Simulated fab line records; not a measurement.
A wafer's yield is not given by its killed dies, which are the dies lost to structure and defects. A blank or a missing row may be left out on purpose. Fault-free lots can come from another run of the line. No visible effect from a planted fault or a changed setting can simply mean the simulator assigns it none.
fab line records    flow nand-harc
record lots=12  wafers=36  last-day=32
route steps=1302 shown P_M2@340 P_BONDPAD@352 END@1302
lots that met no fault: taken from a fault-free run of the same line
start-h: start of the lot's first displayed wafer, in hours after the record's first day    wait-h: how many hours have passed since the lot's step before this one    " as in the row above    L1.1+2: a single row standing in for several wafers    - no value present, or no start provided    * or withheld: withheld    < > ~ a bound
route shown NAME@n: a module of which the file shows steps, and the number in the route of the first    usual: the fault-free wafers' mean and standard deviation    same: alike in all rows    chamber/n: place in a boat    sites: per-site readings    _std_site: the standard deviation of these    _edge_site: inner sites' mean taken away from outer sites' mean    radius-mm: how far each site lies from the wafer's centre    mask NAME#n: copy n    behind: the tool/chamber that last shaped the wafer    hold: reason for holding the lot/hours on hold/outcome of the hold    device: transistor that didn't switch, given as n, p or np    end of line: tests run on the same wafers once the route is complete    step lacking rows: just its recipe    killed: at the first sort, the dies lost to defects and structure; wafer yield is something else    map: a wafer's dies, x killed, . not, _ none there
set.NAME: the setting that was run; set.NAME@STEP: the one run at that earlier step    model.NAME: the simulator's own value behind a step, which no gauge read
steps of the route over a sample of lots; a table a step, a row a wafer
services: from which hour (start-h, from the record's first day; less than 0 if before it) a tool's chamber was out of use, for how many hours, and why
## steps
# step NHARC_P_M2_PVD_20
# recipe target-thk-a=50  bias-v=168.6  power-w=15000  chamber-pressure-pa=0.12  time-s=8.06  substrate-temp-c=50  material=TaN
# usual chamber-pressure-pa=0.12003/0.00023  throttle-valve-pct=30.1/0.83
lot.wafer  tool            chamber  start-h  wait-h  chamber-pressure-pa  throttle-valve-pct
L412.2     pvd-sputter-02  -        -        -       0.11989              29.8
L412.1     "               -        "        "       0.1197               30.0
L412.6     "               -        "        "       0.11976              29.7
L413.4     pvd-sputter-02  -        -        -       0.11978              30.7
L413.1     "               -        "        "       0.11988              29.5
L413.5     "               -        "        "       0.11981              30.7
L414.4     pvd-sputter-02  -        -        -       0.12                 29.9
L414.1     "               -        "        "       0.12011              29.8
L414.5     "               -        "        "       0.12006              29.7
L417.2     pvd-sputter-01  -        -        -       0.12013              31.1
L417.4     "               -        "        "       0.12002              30.9
L417.5     "               -        "        "       0.11969              30.7
L418.2     pvd-sputter-03  -        -        -       0.12006              29.8
L418.1     "               -        "        "       0.12007              30.5
L418.6     "               -        "        "       0.12036              29.5
L419.4     pvd-sputter-03  -        -        -       0.12046              29.6
L419.1     "               -        "        "       0.11992              30.7
L419.5     "               -        "        "       0.12069              29.6
L422.4     pvd-sputter-03  -        -        -       0.11973              30.0
L422.1     "               -        "        "       0.12002              30.8
L422.5     "               -        "        "       0.11981              31.1
L423.3     pvd-sputter-01  -        -        -       0.11998              29.7
L423.2     "               -        "        "       0.12009              30.2
L423.6     "               -        "        "       0.11978              28.5
L424.3     pvd-sputter-01  -        -        -       0.11997              29.6
L424.4     "               -        "        "       0.11968              30.4
L424.1     "               -        "        "       0.1201               29.0
L431.2     pvd-sputter-01  -        -        -       0.12015              28.6
L431.1     "               -        "        "       0.11999              29.1
L431.5     "               -        "        "       0.12044              28.5
L433.1     pvd-sputter-02  -        -        -       0.12002              29.6
L433.2     "               -        "        "       0.11986              30.0
L433.6     "               -        "        "       0.12007              30.7
L435.1     pvd-sputter-02  -        -        -       0.12025              30.8
L435.3     "               -        "        "       0.11982              29.9
L435.5     "               -        "        "       0.12044              30.8
# step NHARC_P_BONDPAD_CMP_32
# recipe target-thk-nm=200  material=SiCN
# usual motor-current-A=11.6/1.1
lot.wafer  tool    chamber  start-h  wait-h  motor-current-A
L412.2     cmp-04  0        133.99   -       12.8
L412.1     "       1        "        "       12.2
L412.6     "       3        "        "       10.9
L413.1     cmp-02  3        148.26   -       9.8
L413.4     "       2        "        "       12.1
L413.5     "       0        "        "       11.5
L414.4     cmp-02  0        151.07   -       11.3
L414.1     "       1        "        "       11.9
L414.5     "       3        "        "       10.7
L417.2     cmp-01  2        181.81   -       12.1
L417.4     "       3        "        "       11.4
L417.5     "       2        "        "       11.9
L418.2     cmp-01  0        193.17   -       11.2
L418.1     "       2        "        "       11.4
L418.6     "       1        "        "       10.1
L419.4     cmp-02  2        201.11   -       13.1
L419.1     "       3        "        "       10.0
L419.5     "       1        "        "       11.0
L422.1     cmp-02  0        237.96   -       11.8
L422.4     "       1        "        "       12.0
L422.5     "       3        "        "       9.8
L423.2     cmp-02  0        243.59   -       11.2
L423.3     "       3        "        "       9.6
L423.6     "       1        "        "       11.8
L424.1     cmp-01  2        256.34   -       12.1
L424.3     "       3        "        "       11.1
L424.4     "       0        "        "       10.9
L431.2     cmp-01  3        323.35   -       11.5
L431.1     "       2        "        "       11.3
L431.5     "       0        "        "       11.4
L433.2     cmp-02  2        343.02   -       13.1
L433.1     "       1        "        "       12.2
L433.6     "       3        "        "       10.0
L435.1     cmp-02  3        359.84   -       10.0
L435.3     "       1        "        "       12.0
L435.5     "       0        "        "       11.5
# step NHARC_P_BONDPAD_ETCH_37
# recipe target-depth-a=600  overetch-a=180  time-s=65.91  ion-energy-ev=200  n2-flow-sccm=150  h2-flow-sccm=150  ar-flow-sccm=0  rf-w=400  bias-w=150  chemistry=N2/H2
# usual bias-w=150.0/0.42  chamber-pressure-mTorr=29.995/0.028  drypump-motor-current-A=5.5/0.4  oes-product-au=1.002/0.011  rf-vpp-V=431.7/2.4  showerhead-plenum-p-Torr=2.09/0.084  throttle-valve-pct=14.172/0.01
lot.wafer  tool         chamber  start-h  wait-h  bias-w  chamber-pressure-mTorr  drypump-motor-current-A  oes-product-au  rf-hours-counter-h  rf-vpp-V  showerhead-plenum-p-Torr  throttle-valve-pct
L412.1     rie-diel-09  0        135.08   0.1     150.8   30.008                  4.9                      0.995           9.2                 427.5     1.96                      14.173
L412.2     "            2        "        "       149.8   29.999                  6.3                      1.012           10.9                426.6     1.95                      14.182
L412.6     "            0        "        "       149.9   29.961                  5.0                      0.996           -                   428.9     1.96                      14.174
L413.1     rie-diel-01  2        149.73   0.4     149.9   30.001                  5.4                      0.991           5.8                 433.8     2.13                      14.198
L413.4     "            0        "        "       149.9   30.001                  5.5                      1.008           5.1                 430.0     1.96                      14.176
L413.5     "            1        "        "       149.5   30.012                  5.7                      0.996           -                   432.6     2.16                      14.172
L414.1     rie-diel-12  3        152.01   0.1     149.3   30.000                  5.7                      0.992           1.6                 433.4     2.13                      14.182
L414.4     "            0        "        "       149.9   29.974                  5.3                      0.988           1.5                 433.2     2.12                      14.165
L414.5     "            0        "        "       149.3   29.913                  5.3                      0.989           -                   432.5     2.12                      14.158
L417.4     rie-diel-09  3        182.78   0.1     150.4   30.012                  5.8                      1.004           0.6                 433.4     2.15                      14.172
L417.2     "            0        "        "       149.7   29.980                  4.9                      0.997           0.7                 427.5     1.96                      14.161
L417.5     "            2        "        "       150.4   29.963                  6.3                      1.012           -                   428.4     1.95                      14.152
L418.2     rie-diel-12  0        194.33   0.1     149.3   29.934                  5.3                      1.002           2.9                 432.5     2.12                      14.177
L418.1     "            3        "        "       150.7   29.986                  5.7                      0.996           3.2                 433.4     2.13                      14.188
L418.6     "            0        "        "       149.0   30.014                  5.3                      0.991           -                   433.7     2.12                      14.182
L419.1     rie-diel-12  0        202.17   0.1     149.7   29.986                  5.3                      0.993           3.3                 432.7     2.12                      14.169
L419.4     "            3        "        "       149.9   29.998                  5.7                      0.983           3.8                 432.4     2.13                      14.153
L419.5     "            0        "        "       150.2   29.993                  5.3                      0.996           -                   433.4     2.12                      14.167
L422.4     rie-diel-12  3        239.07   0.1     -       -                       -                        -               -                   -         -                         -
L422.1     "            0        "        "       -       -                       -                        -               -                   -         -                         -
L422.5     "            2        "        "       -       -                       -                        -               -                   -         -                         -
L423.3     rie-diel-01  0        244.71   0.1     -       -                       -                        -               -                   -         -                         -
L423.2     "            1        "        "       -       -                       -                        -               -                   -         -                         -
L423.6     "            1        "        "       -       -                       -                        -               -                   -         -                         -
L424.1     rie-diel-12  1        257.45   0.1     149.8   29.998                  5.7                      1.022           5.4                 435.1     2.18                      14.179
L424.3     "            3        "        "       149.6   30.011                  5.7                      0.989           5.5                 431.9     2.13                      14.181
L424.4     "            0        "        "       149.7   30.021                  5.3                      0.976           5.4                 432.7     2.12                      14.168
L431.2     rie-diel-12  2        324.46   0.1     149.2   29.983                  5.0                      1.009           1.3                 432.4     2.12                      14.181
L431.1     "            1        "        "       150.9   30.018                  5.7                      1.009           1.3                 434.5     2.18                      14.159
L431.5     "            2        "        "       149.9   30.028                  5.0                      1.005           -                   431.9     2.12                      14.160
L433.1     rie-diel-01  1        344.00   0.1     150.1   29.994                  5.7                      1.013           7.5                 433.0     2.15                      14.180
L433.2     "            0        "        "       150.2   29.999                  5.5                      1.018           7.7                 427.7     1.96                      14.180
L433.6     "            1        "        "       150.0   30.022                  5.7                      1.013           -                   434.4     2.15                      14.171
L435.1     rie-diel-12  3        360.84   0.1     149.7   29.978                  5.7                      0.995           2.2                 432.2     2.13                      14.176
L435.3     "            0        "        "       149.8   29.997                  5.3                      1.004           2.0                 432.4     2.12                      14.164
L435.5     "            2        "        "       149.5   29.926                  5.0                      1.004           -                   432.1     2.12                      14.180
# step NHARC_P_BONDPAD_PRE_CLEAN_26
# recipe time-s=30  temp-c=280  gas=H2/He
# usual heater-power-w=426/42
lot.wafer  tool            chamber  start-h  wait-h  heater-power-w
L412.2     pvd-sputter-03  -        -        -       408
L412.1     "               -        "        "       459
L412.6     "               -        "        "       426
L413.4     pvd-sputter-03  -        -        -       413
L413.1     "               -        "        "       410
L413.5     "               -        "        "       435
L414.4     pvd-sputter-03  -        -        -       456
L414.1     "               -        "        "       405
L414.5     "               -        "        "       461
L417.2     pvd-sputter-01  -        -        -       403
L417.4     "               -        "        "       428
L417.5     "               -        "        "       405
L418.1     pvd-sputter-03  -        -        -       479
L418.2     "               -        "        "       448
L418.6     "               -        "        "       428
L419.1     pvd-sputter-01  -        -        -       386
L419.4     "               -        "        "       412
L419.5     "               -        "        "       404
L422.1     pvd-sputter-03  -        -        -       457
L422.4     "               -        "        "       484
L422.5     "               -        "        "       459
L423.2     pvd-sputter-03  -        -        -       379
L423.3     "               -        "        "       455
L423.6     "               -        "        "       467
L424.4     pvd-sputter-02  -        -        -       397
L424.1     "               -        "        "       414
L424.3     "               -        "        "       541
L431.1     pvd-sputter-01  -        -        -       400
L431.2     "               -        "        "       389
L431.5     "               -        "        "       396
L433.2     pvd-sputter-02  -        -        -       373
L433.1     "               -        "        "       398
L433.6     "               -        "        "       383
L435.3     pvd-sputter-02  -        -        -       378
L435.1     "               -        "        "       418
L435.5     "               -        "        "       360
# step NHARC_END_SORT_01
# recipe temp-c=25
# usual defect-limited-yield=91.0/2.8  killed-at-array=56/19  killed-at-other=0.6/1  killed-at-periphery=3.9/2.7  killed-dies=61/19  killed-open=3.3/1.9  killed-short=2.4/1.7
# same gross-dies=677
lot.wafer  tool       chamber  start-h  wait-h  defect-limited-yield[%]  killed-at-array  killed-at-other  killed-at-periphery  killed-dies  killed-open  killed-short
L419.1     prober-01  0        638.02   2.5     93.1                     45               0                2                    47           2            2
L419.4     prober-01  0        640.44   3.4     92.5                     47               0                4                    51           2            2
L419.5     prober-01  0        641.25   3.7     92.6                     45               1                4                    50           1            4
L422.1     prober-02  0        666.52   2.5     0                        71               2                604                  677          2            4
L422.4     prober-02  0        668.91   3.4     0                        87               1                589                  677          6            5
L422.5     prober-02  0        669.71   3.7     0                        65               2                610                  677          2            0
L423.2     prober-01  0        684.00   2.8     0                        38               0                639                  677          2            0
L423.3     prober-01  0        684.80   3.1     0                        36               0                641                  677          6            3
L423.6     prober-01  0        687.18   4.0     0                        41               0                636                  677          5            2
L424.1     prober-01  0        692.19   2.5     90.7                     57               2                4                    63           5            3
L424.3     prober-01  0        693.80   3.1     90.3                     61               0                5                    66           3            1
L424.4     prober-01  0        694.60   3.4     90.5                     59               2                3                    64           3            1
# killed by level:class
L419.1 A_CHANNEL_HOLE_D2:chamber-film-flake=27 A_STAIRCASE:chamber-film-flake=6 A_CHANNEL_HOLE_D1:chamber-film-flake=5 A_CONTACT:chamber-film-flake=3 P_STI:chamber-film-flake=2 A_CHANNEL_HOLE_D1:geometric-particle:short=1 A_DECK1_JOINT:geometric-particle:open=1 A_BLC:geometric-particle:short=1
L419.4 A_CHANNEL_HOLE_D2:chamber-film-flake=32 A_CHANNEL_HOLE_D1:chamber-film-flake=6 A_CONTACT:chamber-film-flake=4 P_STI:chamber-film-flake=2 P_CONTACT:geometric-particle:open=1 A_ONON_D1:geometric-particle:short=1 A_CHANNEL_HOLE_D1:geometric-particle:short=1 A_M1:geometric-particle:open=1
L419.5 A_CHANNEL_HOLE_D2:chamber-film-flake=31 A_CHANNEL_HOLE_D1:chamber-film-flake=4 P_STI:chamber-film-flake=3 A_STAIRCASE:chamber-film-flake=3 P_M2:geometric-particle:short=1 A_CHANNEL_HOLE_D2:geometric-particle:short=1 A_CHANNEL_FILL_D2:geometric-particle:open=1 A_WL_FILL:geometric-particle:short=1
L422.1 P_BONDPAD:area-etch=601 A_CHANNEL_HOLE_D1:chamber-film-flake=28 A_SLIT:chamber-film-flake=19 A_CHANNEL_HOLE_D2:chamber-film-flake=7 A_CONTACT:chamber-film-flake=5 A_CHANNEL_FILL_D2:geometric-particle:open=2 P_GATE:chamber-film-flake=2 A_DECK1_JOINT:chamber-film-flake=2
L422.4 P_BONDPAD:area-etch=587 A_CHANNEL_HOLE_D1:chamber-film-flake=43 A_SLIT:chamber-film-flake=19 A_CHANNEL_HOLE_D2:chamber-film-flake=8 A_M1:chamber-film-flake=3 A_CHANNEL_FILL_D2:geometric-particle:open=2 A_M1:geometric-particle:open=2 A_CONTACT:chamber-film-flake=2
L422.5 P_BONDPAD:area-etch=608 A_CHANNEL_HOLE_D1:chamber-film-flake=26 A_SLIT:chamber-film-flake=25 A_CHANNEL_HOLE_D2:chamber-film-flake=5 P_CONTACT:geometric-particle:open=2 A_DECK1_JOINT:chamber-film-flake=2 A_CONTACT:chamber-film-flake=2 A_M1:chamber-film-flake=2
L423.2 P_BONDPAD:area-etch=635 A_SLIT:chamber-film-flake=30 A_CHANNEL_HOLE_D1:chamber-film-flake=6 P_GATE:chamber-film-flake=2 P_CONTACT:geometric-particle:open=1 A_CHANNEL_FILL_D2:geometric-particle:open=1 P_ZERO_WELL:chamber-film-flake=1 A_STAIRCASE:chamber-film-flake=1
L423.3 P_BONDPAD:area-etch=637 A_SLIT:chamber-film-flake=18 A_CHANNEL_HOLE_D1:chamber-film-flake=8 P_GATE:chamber-film-flake=3 A_CHANNEL_FILL_D1:geometric-particle:open=2 A_CONTACT:geometric-particle:open=2 A_SOURCE_PLATE:geometric-particle:short=1 A_DECK1_JOINT:geometric-particle:open=1
L423.6 P_BONDPAD:area-etch=633 A_SLIT:chamber-film-flake=26 A_CHANNEL_HOLE_D1:chamber-film-flake=5 A_M0:geometric-particle:open=3 A_STAIRCASE:chamber-film-flake=2 A_SOURCE_PLATE:geometric-particle:short=1 A_ONON_D2:geometric-particle:short=1 A_CHANNEL_HOLE_D2:geometric-particle:open=1
L424.1 A_SLIT:chamber-film-flake=27 A_STAIRCASE:chamber-film-flake=7 A_CONTACT:chamber-film-flake=6 A_CHANNEL_HOLE_D2:chamber-film-flake=4 A_CHANNEL_HOLE_D1:chamber-film-flake=3 A_M1:geometric-particle:open=2 P_CONTACT:chamber-film-flake=2 A_ONON_D1:geometric-particle:open=1
L424.3 A_SLIT:chamber-film-flake=36 A_STAIRCASE:chamber-film-flake=10 A_CHANNEL_HOLE_D1:chamber-film-flake=8 P_STI:chamber-film-flake=2 A_CHANNEL_FILL_D1:chamber-film-flake=2 P_CONTACT:geometric-particle:open=1 A_CHANNEL_FILL_D1:geometric-particle:open=1 A_CHANNEL_FILL_D2:geometric-particle:open=1
L424.4 A_SLIT:chamber-film-flake=26 A_CHANNEL_HOLE_D1:chamber-film-flake=8 A_STAIRCASE:chamber-film-flake=8 A_CONTACT:chamber-film-flake=7 A_CHANNEL_HOLE_D2:chamber-film-flake=4 A_CHANNEL_FILL_D1:chamber-film-flake=3 THIN_TSV:chamber-film-flake=2 P_STI:geometric-particle:open=1
## services
tool            chamber  start-h  hours  kind
pvd-sputter-01  -        110.19   6.0    repair
cmp-01          -        112.47   0.7    repair
cmp-02          -        134.50   4.0    pm
cmp-02          -        148.98   0.9    repair
rie-diel-12     0        160.49   7.1    repair
rie-diel-12     3        164.04   5.3    repair
pvd-sputter-03  -        170.01   10.0   pm
cmp-01          -        179.85   1.2    repair
cmp-01          -        185.61   4.0    pm
pvd-sputter-02  -        187.88   6.7    repair
rie-diel-12     2        191.35   4.6    repair
rie-diel-12     1        191.55   3.9    repair
pvd-sputter-01  -        226.00   10.0   pm
cmp-02          -        226.57   3.5    repair
cmp-02          -        232.50   4.0    pm
pvd-sputter-03  -        247.90   3.4    repair
rie-diel-12     -        268.40   9.0    pm
cmp-02          -        276.47   5.8    repair
pvd-sputter-02  -        282.00   10.0   pm
cmp-01          -        283.61   4.0    pm
cmp-02          -        298.78   1.3    repair
cmp-02          -        302.19   0.9    repair
cmp-02          -        330.50   4.0    pm
pvd-sputter-03  -        348.01   10.0   pm
## key
first-sign step=NHARC_P_BONDPAD_ETCH_37  reading=tool-record  direction=missing
effect step=NHARC_END_SORT_01  reading=killed-at-periphery  direction=up  sigmas=99+  usual=3.9  struck=619.8
more-kills-born-at NHARC_P_BONDPAD_ETCH_37@rie-diel-01=1905  NHARC_P_BONDPAD_ETCH_37@rie-diel-12=1796
met-at NHARC_P_BONDPAD_ETCH_37
struck-lots L422,L423
later-rows-left-out L422.1,L422.4,L422.5,L423.2,L423.3,L423.6
not-acting-at NHARC_P_M2_PVD_20,NHARC_P_BONDPAD_CMP_32,NHARC_P_BONDPAD_PRE_CLEAN_26
onset-between 202.17 239.07
fault kind=skipped-step-whole  tool=rie-diel-01,rie-diel-12  chamber=-  onset-h=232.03  steps=NHARC_P_BONDPAD_ETCH_37  scope=struck-lots-only
# later-rows-left-out: the simulator's readings of these wafers behind a module that went badly wrong aren't trusted and aren't shown, but for the sort
